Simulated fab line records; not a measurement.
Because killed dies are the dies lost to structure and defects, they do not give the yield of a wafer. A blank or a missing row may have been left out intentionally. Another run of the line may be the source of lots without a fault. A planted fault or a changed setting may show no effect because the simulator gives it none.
What tool caused it? ; flow n5Finfet ; 30 wafers from 11 lots sampled at 3 of the route's 1938 steps

WHAT EACH GAUGE READ, for each wafer
N5_BEOL_M4_RC_MEAS_101.
lot;measured;on;SS_N (mV/dec)
L512;day 8 20:34;prober-02;71.5 71.9 72.0
L514;day 9 19:53;prober-02;72.3 71.2 71.0
L515;day 9 22:57;prober-02;71.1 71.3 70.5
L516;day 9 12:34;prober-01;72.2 71.1 71.1
L524;day 12 07:16;prober-01;78.2 71.3
L525;day 12 16:41;prober-01;72.0 82.2
L526;day 12 06:11;prober-02;79.3 71.9
L527;day 12 08:33;prober-02;69.5 71.6 71.0
L529;day 12 23:07;prober-02;73.4 71.1 71.4
L531;day 13 12:33;prober-01;71.4 71.0 70.7
L532;day 13 14:30;prober-02;71.4 72.5 70.7

TOOL THAT RAN EACH LOT (tool first, then ch and the chambers of the sampled wafers, then the start)
lot;N5_SD_EPI_N_SD_RECESS_17;N5_BEOL_M4_ANNEAL_82
L512;rieSi-05 ch 0,3, day 3 08:22;pvdSputter-01, day 8 17:58
L514;rieSi-02 ch 0,2,3, day 3 19:05;pvdSputter-01, day 9 17:23
L515;rieSi-05 ch 0,1,3, day 4 00:51;pvdSputter-01, day 9 20:15
L516;rieSi-05 ch 0,1,3, day 4 07:19;pvdSputter-03, day 9 10:10
L524;rieSi-03 ch 0,3, day 6 08:31;pvdSputter-02, day 12 04:19
L525;rieSi-03 ch 3, day 6 12:46;pvdSputter-03, day 12 13:49
L526;rieSi-03 ch 0,3, day 6 20:14;pvdSputter-03, day 12 02:29
L527;rieSi-02 ch 1,3, day 7 01:07;pvdSputter-01, day 12 06:03
L529;rieSi-05 ch 0,1,2, day 7 13:14;pvdSputter-01, day 12 20:38
L531;rieSi-02 ch 0,1, day 8 00:24;pvdSputter-03, day 13 10:10
L532;rieSi-05 ch 1,2,3, day 8 06:20;pvdSputter-03, day 13 12:00
- N5_SD_EPI_N_SD_RECESS_17: chemistry HBr/Cl2/O2, target depth 41 nm, time 23.7 s, bt time 3 s.
- N5_BEOL_M4_ANNEAL_82: time 240 s.

THE ANSWER, worked out from the rows above alone
Rule: the usual values come from the lots themselves. The widest of any qualifying gaps counts: lots, ordered by their means at a reading, are off when they make up no more than a third of the lots, leave a main group of 4 or more, and stand apart from it by 3 or more times the standard deviation of that group's means. The tables above print the reading to a certain number of digits; a main group whose means all agree to those digits is not used. A lot without any number at a reading at which 4 lots or more have one is off too. Any other lot the step has rows for is counted as sound.
Off: L524, L525, L526, seen at N5_BEOL_M4_RC_MEAS_101 (SS_N). The main group: mean 71.4 mV/dec, standard deviation 0.41.
A tool fits if, at a process step before that reading, it ran every lot that is off, and no sound lot after the first of them. Gauges at N5_BEOL_M4_RC_MEAS_101: tried the same way as those tools. One fits: rieSi-03 at N5_SD_EPI_N_SD_RECESS_17. It ran no sound lot before its first lot that is off in this sample, so the start can't be narrowed down.

WHAT THE SIMULATOR PUT IN
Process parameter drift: rieSi-03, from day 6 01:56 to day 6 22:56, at N5_SD_EPI_N_SD_RECESS_17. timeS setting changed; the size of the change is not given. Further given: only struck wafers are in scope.
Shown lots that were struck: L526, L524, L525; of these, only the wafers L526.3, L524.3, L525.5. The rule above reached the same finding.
